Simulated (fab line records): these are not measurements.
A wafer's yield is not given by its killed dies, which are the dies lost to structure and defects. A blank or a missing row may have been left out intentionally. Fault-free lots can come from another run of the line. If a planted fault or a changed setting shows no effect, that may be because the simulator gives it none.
fab line records    flow n5Finfet
record: lots: 5  wafers: 15  lastDay: 15
route steps=1938 shown BEOL_M4@1101 BEOL_M5@1112 PASSIVATION@1936
lots with no fault: from the same line, run without faults
startH: start of the lot's first displayed wafer, in hours after the record's first day    waitH: hours from the lot's prior step to this one    " repeats the value in the row above    L1.1+2: a row that stands for several wafers    - no value present, or no start provided    * or withheld: withheld    < > ~ a bound
route shown NAME@n: NAME is a module with steps in the file, n the number in the route of the first one    usual: mean and standard deviation over wafers with no fault    same: alike in all rows    chamber/n: place in a boat    sites: each site's reading    _std_site: the standard deviation of these    _edge_site: outer sites' mean less inner sites'    radiusMm: for every site, how far away it sits from the centre of the wafer    mask NAME#n: copy n    behind: the tool/chamber that last shaped the wafer    hold: what put the lot on hold/how long, in hours/how the hold closed    device: transistor that didn't switch, given as n, p or np    end of line: tests of these same wafers at the route's end    a step without rows: its recipe alone    killed: dies that structure and defects cost at the first sort, which is not the same as the wafer's yield    map: shows each die of a wafer: x if killed, . if not, _ if none is there
set.NAME: the setting that was run; set.NAME@STEP: the one run at that earlier step    model.NAME: the simulator's own value behind a step, which no gauge read
a table for each step, a row for each wafer; lots at some steps of the route
services: the hour from which a tool's chamber was out of use, counted from the record's first day as startH (under 0 if before that day), plus the number of hours and why
== steps ==
step: N5_BEOL_M4_ECD_50
recipe: material: Cu  targetThkA: 3000
step: N5_BEOL_M4_ANNEAL_51
recipe: tempC: 225  timeS: 90  ambient: N2
step: N5_BEOL_M4_CMP_52
recipe: stopOn: SiOC  tOverpolishS: 6.8  downForcePsi: 1  platenRpm: 50  clearingPlatenDownForcePsi: 1.5  clearingPlatenRpm: 50  postCmpClean: cuAlkaline  targetThkNm: 40  clearingPlatenPadVelocityMS: 0.99484  padVelocityMS: 0.99484
step: N5_BEOL_M4_PRE_CLEAN_60
recipe: gas: NH3/H2  timeS: 15  tempC: *  rfPowerW: 300
step: N5_BEOL_M4_CO_CAP_55
recipe: material: Co  targetThkA: 20  tempC: 200  precursor: CCTBA/H2  pressureTorr: 30  timeS: 102.1
step: N5_BEOL_M4_PRE_CLEAN_56
recipe: gas: NH3  timeS: 15  tempC: withheld  rfPowerW: 300
step: N5_BEOL_M4_DEP_57
recipe: material: SiCN  targetThkA: 80  tempC: withheld  precursor: 3MS/NH3  pressureTorr: 3  rfW: 202  timeS: 14
step: N5_BEOL_M5_ILD_DEP_00
recipe: material: SiCOH_lowk  targetThkA: 1406.4  tempC: 300  precursor: DEMS/porogen  pressureTorr: 5  rfW: 500  timeS: 25.9
step: N5_BEOL_M5_CURE_79
recipe: tempC: 385  timeS: 240  ambient: He/Ar  material: SiCOH_lowk
usual: lampPowerPct: 52.31/0.051  runLengthS: 286.2/1  wafer_temp_C_max: 386.7/0.58
lot.wafer  tool       chamber  startH  waitH  lampPowerPct  runLengthS  wafer_temp_C_max  model.SiCOH_lowk_of_BEOL_M5_ILD_DEP_00.thkNm
L125.1     uvCure-03  0        191.37  0.0    52.21         286.8       386.2             118.2
L125.4     "          0        "       "      52.36         286.9       386.7             120.6
L125.6     "          0        "       "      52.33         287.2       386.2             121
L130.3     uvCure-01  1        217.30  0.2    -             -           -                 137.8
L130.4     "          1        "       "      -             -           -                 139.6
L130.6     "          1        "       "      -             -           -                 140.8
L131.1     uvCure-03  0        225.23  0.0    -             -           -                 136.6
L131.3     "          0        "       "      -             -           -                 137.4
L131.6     "          0        "       "      -             -           -                 139.2
L132.2     uvCure-03  1        228.83  0.1    -             -           -                 141
L132.4     "          1        "       "      -             -           -                 142.6
L132.6     "          1        "       "      -             -           -                 143.6
L135.2     uvCure-02  0        252.51  0.1    52.30         285.0       386.7             117.8
L135.4     "          0        "       "      52.36         286.0       386.8             119.4
L135.5     "          0        "       "      52.32         286.0       386.5             124
step: N5_BEOL_M5_THK_MEAS_01
recipe: reads: SiCOH_lowk_of_BEOL_M5_ILD_DEP_00
usual: M5_ILD_THK: 120.2/1.8
lot.wafer  tool          chamber  startH  waitH  M5_ILD_THK[nm]
L125.1     filmMetro-01  -        191.88  0.4    118.2
L125.4     "             -        "       "      120.4
L125.6     "             -        "       "      121.0
L130.3     filmMetro-01  -        217.65  0.3    138.0
L130.4     "             -        "       "      139.7
L130.6     "             -        "       "      140.7
L131.1     filmMetro-02  -        225.75  0.4    136.7
L131.3     "             -        "       "      137.4
L131.6     "             -        "       "      139.2
L132.2     filmMetro-01  -        229.26  0.4    141.1
L132.4     "             -        "       "      142.6
L132.6     "             -        "       "      143.6
L135.2     filmMetro-02  -        252.95  0.4    117.8
L135.4     "             -        "       "      119.4
L135.5     "             -        "       "      123.9
step: N5_BEOL_M5_PECVD_70
recipe: material: SiO2  targetThkA: 160  tempC: 400  precursor: TEOS/O2  pressureTorr: 5.5  rfW: 450  teosFlowSccm: 53.8  gas: O2  flowSccm: 3000  timeS: 18
step: N5_BEOL_M5_HM_DEP_02
recipe: material: TiN  targetThkA: 200  tempC: 25  chamberPressurePa: 0.49996
step: N5_BEOL_M5_COAT_59
recipe: resist: SOC  tempC: 250  timeS: 60  spinRpm: 1500  resistThkNm: 60
step: N5_BEOL_M5_COAT_60
recipe: resist: SiARC  tempC: 220  timeS: 60  spinRpm: 1500  resistThkNm: 12
step: N5_BEOL_M5_COAT_71
recipe: resist: underlayer  tempC: 205  timeS: 60  spinRpm: 1500  resistThkNm: 5
step: N5_BEOL_M5_COAT_05
recipe: resist: CAR-EUV  spinRpm: 1500  resistThkNm: 30
step: N5_BEOL_M5_EBR_07
recipe: solvent: PGMEA  ebrWidthMm: 1.5
step: N5_BEOL_M5_SOFTBAKE_06
recipe: tempC: 110  timeS: 60  resist: CAR-EUV
step: N5_BEOL_M5_EXPOSE_08
recipe: maskId: M5  na: 0.33  sourceShape: annular  sigmaInner: 0.4  sigmaOuter: 0.8  polarization: unpolarized  targetCdNm: 28  doseMj: 35.75
step: N5_BEOL_M5_PEB_09
recipe: pebTempC: 100  pebTimeS: 60  resist: CAR-EUV
step: N5_BEOL_M5_DEVELOP_10
recipe: developTimeS: 30  developer: TMAH  resist: CAR-EUV  rinseLiquid: surfactantRinse  dry: airSpin  devTempC: 23
step: N5_BEOL_M5_DESCUM_16
recipe: chemistry: O2  timeS: 7  sourcePowerW: 50  biasPowerW: 20  pressureMtorr: 20  rfFrequencyHz: 2.712e+07  tempC: 40  resist: CAR-EUV  o2FlowSccm: 225
step: N5_BEOL_M5_ETCH_72
recipe: chemistry: N2/H2  target: underlayer  targetDepthA: 65  maskMaterial: CAR-EUV  timeS: 5.2  ionEnergyEv: 200  pressureMtorr: 30  sourceW: 840  biasW: 150  n2FlowSccm: 200  h2FlowSccm: 200  ends: cleared
step: N5_BEOL_M5_ETCH_61
recipe: chemistry: CF4  target: SiARC  targetDepthA: 156  maskMaterial: CAR-EUV  timeS: 26  ionEnergyEv: 80  pressureMtorr: 40  sourceW: 545  biasW: 36  Ar_flow_sccm: 100  cf4FlowSccm: 100  ends: cleared
step: N5_BEOL_M5_ETCH_62
recipe: chemistry: N2/H2  target: SOC  targetDepthA: 750  overetchA: 150  maskMaterial: SiARC  tempC: 40  timeS: 112.5  ionEnergyEv: 200  pressureMtorr: 30  sourceW: 840  biasW: 150  n2FlowSccm: 200  h2FlowSccm: 200
step: N5_BEOL_M5_STRIP_63
recipe: chemistry: N2/H2  tempC: 40  n2FlowSccm: 200  h2FlowSccm: 200  rfFrequencyHz: 6e+07
step: N5_BEOL_M5_STRIP_73
recipe: chemistry: N2/H2  tempC: 40  n2FlowSccm: 200  h2FlowSccm: 200  rfFrequencyHz: 6e+07
step: N5_BEOL_M5_STRIP_64
recipe: chemistry: CF4  resist: SiARC  powerW: 300  biasPowerW: 75  pressureMtorr: 50  cf4FlowSccm: 150  rfFrequencyHz: 6e+07
step: N5_BEOL_M5_HM_OPEN_17
recipe: chemistry: Cl2/BCl3  targetDepthA: 200  overetchA: 60  target: TiN  maskMaterial: SOC  ionEnergyEv: 150  pressureMtorr: 10  icpW: 1000  biasW: 126  Cl2_flow_sccm: 53.25  bcl3FlowSccm: 21.75  Ar_flow_sccm: 25
step: N5_BEOL_M5_STRIP_19
recipe: chemistry: O2  powerW: 400  tempC: 40  pressureMtorr: 30  rfFrequencyHz: 6e+07  biasPowerW: 0  overashFraction: 0.2  o2FlowSccm: 225
step: N5_BEOL_M5_COAT_65
recipe: resist: SOC  tempC: 250  timeS: 60  spinRpm: 1500  resistThkNm: 60
step: N5_BEOL_M5_COAT_66
recipe: resist: SiARC  tempC: 220  timeS: 60  spinRpm: 1500  resistThkNm: 12
step: N5_BEOL_M5_COAT_74
recipe: resist: underlayer  tempC: 205  timeS: 60  spinRpm: 1500  resistThkNm: 5
step: N5_BEOL_M5_COAT_22
recipe: resist: CAR-EUV  spinRpm: 1500  resistThkNm: 30
step: N5_BEOL_M5_CMP_52
recipe: stopOn: SiCOH_lowk  tOverpolishS: 6.9  downForcePsi: 1  platenRpm: 50  clearingPlatenDownForcePsi: 1.5  clearingPlatenRpm: 50  postCmpClean: cuAlkaline  targetThkNm: 62  clearingPlatenPadVelocityMS: 0.99484  padVelocityMS: 0.99484
usual: clearingPlatenRpm: 50.000/0.025  motorCurrentA: 6.2/0.71
lot.wafer  tool    chamber  startH  waitH  clearingPlatenRpm  motorCurrentA  model.SiCOH_lowk_of_BEOL_M5_ILD_DEP_00.thkNm
L125.1     cmp-01  2        200.80  0.3    50.007             6.5            115.2
L125.4     "       3        "       "      49.992             5.2            117.6
L125.6     "       1        "       "      49.974             5.6            118
L130.3     cmp-01  0        228.15  0.2    49.969             6.6            134.8
L130.4     "       2        "       "      50.005             6.3            136.6
L130.6     "       0        "       "      49.967             6.9            137.8
L131.1     cmp-01  1        235.84  0.3    49.968             5.3            133.6
L131.3     "       2        "       "      49.979             6.5            134.4
L131.6     "       2        "       "      49.995             6.9            136.2
L132.4     cmp-02  2        241.96  0.2    50.002             5.5            139.6
L132.2     "       3        "       "      49.993             6.8            138
L132.6     "       1        "       "      50.019             7.6            140.6
L135.2     cmp-01  3        262.86  0.2    50.022             5.6            114.8
L135.4     "       1        "       "      50.020             5.6            116.4
L135.5     "       0        "       "      49.992             7.0            121
step: N5_PASSIVATION_PROBE_49
usual: defectLimitedYield: 91.4/1.6  killed_at_M0_to_M3: 31/11  killed_at_M4_up: 14/5.7  killedAtContacts: 12/6  killedAtFrontEnd: 41/13  killedAtOther: 3.3/2.8  killedDies: 101/19  killedOpen: 67/14  killedShort: 33/8.2  sort_bin_4_leakage: 0.0/0.37  sort_bin_5_function: 5.0/1.1  sort_bin_6_memory: 3.3/0.74  sort_bin_8_speed: 0.0/0.36  sortNPass: 1078/20  sortYieldPct: 91.3/1.7
same: grossDies: 1180  killedAtBackSide: 0
lot.wafer  tool       chamber  startH  waitH  defectLimitedYield[%]  killed_at_M0_to_M3  killed_at_M4_up  killedAtContacts  killedAtFrontEnd  killedAtOther  killedDies  killedOpen  killedShort  sort_bin_4_leakage[%]  sort_bin_5_function[%]  sort_bin_6_memory[%]  sort_bin_8_speed[%]  sortNPass  sortYieldPct[%]
L130.3     prober-01  -        311.14  0.1    91.1                   33                  17               22                33                0              105         61          40           0                      5.6                     3.2                   0                    1075       91.1
L130.4     prober-01  -        311.19  0.2    92.2                   23                  12               14                42                1              92          65          26           0                      4.5                     3.1                   0                    1088       92.2
L130.6     prober-01  -        311.29  0.3    91.8                   33                  11               12                37                4              97          70          21           0                      4.2                     3.3                   0                    1083       91.8
L131.1     prober-01  -        324.56  0.0    91.5                   34                  12               3                 48                3              100         69          30           0                      5.1                     3.2                   0                    1080       91.5
L131.3     prober-01  -        324.66  0.1    91.4                   27                  9                5                 58                2              101         58          43           0                      5.3                     3.0                   0                    1079       91.4
L131.6     prober-01  -        324.81  0.3    89.9                   33                  12               5                 67                2              119         75          42           0                      5.7                     3.8                   0                    1061       89.9
L132.2     prober-02  -        328.50  0.1    90.1                   70                  13               14                16                4              117         82          33           0                      5.9                     3.9                   0                    1063       90.1
L132.4     prober-02  -        328.60  0.2    90.4                   48                  18               20                25                2              113         80          30           0.3                    5.4                     3.7                   0                    1064       90.2
L132.6     prober-02  -        328.70  0.3    91.5                   45                  15               21                17                2              100         65          33           0                      5.1                     3.0                   0                    1080       91.5
L135.2     prober-02  -        360.31  0.1    91.2                   36                  6                17                37                8              104         68          36           0                      5.5                     3.1                   0                    1076       91.2
L135.4     prober-02  -        360.41  0.2    90.8                   24                  27               10                37                10             108         67          39           0                      5.0                     3.8                   0                    1072       90.8
L135.5     prober-02  -        360.46  0.2    91.1                   35                  20               13                32                5              105         65          38           0                      5.3                     3.3                   0                    1075       91.1
killed by level:class
L130.3 MOL_CONTACT_COAG:geometricParticle:open=16 BEOL_M0_SAQP:geometricParticle:short=11 BEOL_M0_SAQP:geometricParticle:open=7 FIN_SAQP:geometricParticle:open=6 MOL_CONTACT_COAG:geometricParticle:short=6 BEOL_M3:geometricParticle:open=6 BEOL_M4:geometricParticle:open=5 STI_FIN_REVEAL:geometricParticle:open=4
L130.4 FIN_SAQP:geometricParticle:open=17 MOL_CONTACT_COAG:geometricParticle:open=13 BEOL_M0_SAQP:geometricParticle:short=10 BEOL_M0_SAQP:geometricParticle:open=7 BEOL_M4:geometricParticle:open=6 GATE_CUT:geometricParticle:short=5 STARTING-WAFER:geometricParticle:open=5 STI_FIN_REVEAL:geometricParticle:open=4
L130.6 BEOL_M0_SAQP:geometricParticle:open=16 STI_FIN_REVEAL:geometricParticle:open=14 MOL_CONTACT_COAG:geometricParticle:open=11 BEOL_M0_SAQP:geometricParticle:short=10 HKMG_FIN:areaEtch=4 FIN_SAQP:geometricParticle:open=3 BEOL_M0:geometricParticle:open=3 BEOL_M4:geometricParticle:open=3
L131.1 FIN_SAQP:geometricParticle:open=12 BEOL_M0_SAQP:geometricParticle:open=11 STI_FIN_REVEAL:geometricParticle:open=10 BEOL_M0_SAQP:geometricParticle:short=8 BEOL_M1:geometricParticle:open=7 FIN_SAQP:geometricParticle:short=6 BEOL_M4:geometricParticle:open=6 GATE_CUT:geometricParticle:short=4
L131.3 FIN_SAQP:geometricParticle:open=18 FIN_SAQP:geometricParticle:short=15 BEOL_M2:geometricParticle:open=9 STI_FIN_REVEAL:geometricParticle:open=8 BEOL_M0_SAQP:geometricParticle:short=8 STI_FIN_REVEAL:geometricParticle:short=5 MOL_CONTACT_COAG:geometricParticle:open=4 BEOL_M4:geometricParticle:open=4
L131.6 STI_FIN_REVEAL:geometricParticle:open=14 FIN_SAQP:geometricParticle:open=12 FIN_SAQP:geometricParticle:short=12 BEOL_M1:geometricParticle:open=6 BEOL_M2:geometricParticle:open=6 GATE_CUT:geometricParticle:short=6 MOL_CONTACT_COAG:geometricParticle:open=5 BEOL_M0_SAQP:geometricParticle:short=5
L132.2 BEOL_M2:geometricParticle:open=23 BEOL_M3:geometricParticle:open=15 MOL_CONTACT_COAG:geometricParticle:open=12 BEOL_M1:geometricParticle:open=11 BEOL_M3:geometricParticle:short=6 BEOL_M2:geometricParticle:short=6 GATE_CUT:geometricParticle:short=5 BEOL_M7:geometricParticle:open=4
L132.4 MOL_CONTACT_COAG:geometricParticle:open=18 BEOL_M1:geometricParticle:open=12 BEOL_M2:geometricParticle:open=9 BEOL_M3:geometricParticle:short=9 FIN_SAQP:geometricParticle:open=5 STI_FIN_REVEAL:geometricParticle:open=5 BEOL_M2:geometricParticle:short=5 BEOL_M7:geometricParticle:open=5
L132.6 MOL_CONTACT_COAG:geometricParticle:open=16 BEOL_M3:geometricParticle:open=10 BEOL_M2:geometricParticle:open=9 BEOL_M0_SAQP:geometricParticle:open=6 MOL_CONTACT_COAG:geometricParticle:short=5 BEOL_M0_SAQP:geometricParticle:short=5 BEOL_M1:geometricParticle:open=5 BEOL_M4:geometricParticle:open=5
L135.2 MOL_CONTACT_COAG:geometricParticle:open=14 FIN_SAQP:geometricParticle:short=10 STI_FIN_REVEAL:geometricParticle:open=8 BEOL_M0_SAQP:geometricParticle:short=8 BEOL_M0_SAQP:geometricParticle:open=6 BEOL_M0:geometricParticle:open=6 BEOL_M3:geometricParticle:open=6 BEOL_M1:geometricParticle:open=5
L135.4 BEOL_M4:geometricParticle:open=11 MOL_CONTACT_COAG:geometricParticle:open=9 BEOL_M0_SAQP:geometricParticle:short=7 FIN_SAQP:geometricParticle:open=6 SPACER0:geometricParticle:open=5 BEOL_M4:geometricParticle:short=5 DUMMY_GATE:geometricParticle:open=4 BEOL_M2:geometricParticle:short=4
L135.5 BEOL_M0_SAQP:geometricParticle:short=10 MOL_CONTACT_COAG:geometricParticle:open=8 BEOL_M0_SAQP:geometricParticle:open=7 BEOL_M4:geometricParticle:open=6 FIN_SAQP:geometricParticle:open=5 BEOL_M3:geometricParticle:open=5 SPACER0:geometricParticle:short=5 MOL_CONTACT_COAG:geometricParticle:short=5
== services ==
tool       chamber  startH  hours  kind
cmp-01     -        180.06  2.0    repair
uvCure-03  -        180.92  0.6    repair
uvCure-02  -        193.24  0.6    repair
cmp-02     -        193.29  4.0    pm
cmp-02     -        197.29  -      consumableReplace:conditioner
cmp-02     -        197.29  -      consumableReplace:pad
cmp-02     -        197.29  14.1   pm
uvCure-02  -        201.49  7.5    pm
uvCure-03  -        207.16  7.5    pm
uvCure-02  -        233.26  9.8    repair
cmp-01     -        259.28  1.8    repair
uvCure-03  -        259.37  0.8    repair
== key ==
firstSign: step: N5_BEOL_M5_CURE_79  reading: toolRecord  direction: missing
effect: step: N5_BEOL_M5_THK_MEAS_01  reading: M5_ILD_THK  direction: up  sigmas: 11  usual: 120.2  struck: 139.9
modelEffect: step: N5_BEOL_M5_CURE_79  value: SiCOH_lowk_of_BEOL_M5_ILD_DEP_00.thkNm  without: 120.3  struck: 139.8
modelEffect: step: N5_BEOL_M5_CMP_52  value: SiCOH_lowk_of_BEOL_M5_ILD_DEP_00.thkNm  without: 117.3  struck: 136.8
metAt N5_BEOL_M5_CURE_79
struckWafers L130.3,L130.4,L130.6,L131.1,L131.3,L131.6,L132.2,L132.4,L132.6
onsetBetween 191.37 217.30
fault: kind: skippedStepWhole  tool: uvCure-01,uvCure-03  chamber: -  onsetH: 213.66  steps: N5_BEOL_M5_CURE_79  scope: struckLotsOnly
